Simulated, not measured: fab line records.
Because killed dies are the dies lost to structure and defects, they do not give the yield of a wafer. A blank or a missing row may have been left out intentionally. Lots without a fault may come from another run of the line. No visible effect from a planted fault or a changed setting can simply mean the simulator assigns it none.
Which tool did it? / flow nandHarc / 6 lots with 18 wafers sampled at 2 steps, on a route of 1159 steps

## WHAT THE GAUGES SHOWED, per wafer
NHARC_P_ZERO_WELL_CD_MEAS_52 targets a cd of 2000 nm.
lot=L292; measured=day 1 23:46; on=cdSem-01; cdNm (nm)=1998.8 1996.3 2000.7
lot=L304; measured=day 4 23:51; on=cdSem-02; cdNm (nm)=1995.2 2001.1 2002.0
lot=L307; measured=day 5 17:46; on=cdSem-03; cdNm (nm)=1996.2 2001.9 2000.9
lot=L309; measured=day 6 05:40; on=cdSem-03; cdNm (nm)=1999.4 1998.9 1998.0
lot=L311; measured=day 6 17:54; on=cdSem-02; cdNm (nm)=2001.8 2000.9 2004.3
lot=L313; measured=day 7 06:05; on=cdSem-03; cdNm (nm)=2001.9 2001.0 1999.5

## WHAT TOOL EACH LOT RAN ON (gives the tool, then ch and the chambers of the sampled wafers, and finally the start)
lot=L292; NHARC_P_ZERO_WELL_EXPOSE_49=krfScanner-02 ch 0, day 1 23:37
lot=L304; NHARC_P_ZERO_WELL_EXPOSE_49=krfScanner-02 ch 0, day 4 23:41
lot=L307; NHARC_P_ZERO_WELL_EXPOSE_49=krfScanner-01 ch 0, day 5 17:37
lot=L309; NHARC_P_ZERO_WELL_EXPOSE_49=krfScanner-03 ch 0, day 6 05:31
lot=L311; NHARC_P_ZERO_WELL_EXPOSE_49=krfScanner-01 ch 0, day 6 17:44
lot=L313; NHARC_P_ZERO_WELL_EXPOSE_49=krfScanner-02 ch 0, day 7 05:56
- NHARC_P_ZERO_WELL_EXPOSE_49: exposes mask P HVPW, target cd 2000 nm.

## THE ANSWER, worked out from the rows above alone
Rule: the usual values come from the lots themselves. The widest of any qualifying gaps counts: lots, ordered by their means at a reading, are off when they make up no more than a third of the lots, leave a main group of 4 or more, and stand apart from it by 3 or more times the standard deviation of that group's means. The tables above print the reading to a certain number of digits; a main group whose means all agree to those digits is not used. A lot without any number at a reading at which 4 lots or more have one is off too. The other lots that the step has rows for count as sound.
None of the lots is off at any reading shown; this tells nothing.

## WHAT HAD BEEN PUT IN BY THE SIMULATOR
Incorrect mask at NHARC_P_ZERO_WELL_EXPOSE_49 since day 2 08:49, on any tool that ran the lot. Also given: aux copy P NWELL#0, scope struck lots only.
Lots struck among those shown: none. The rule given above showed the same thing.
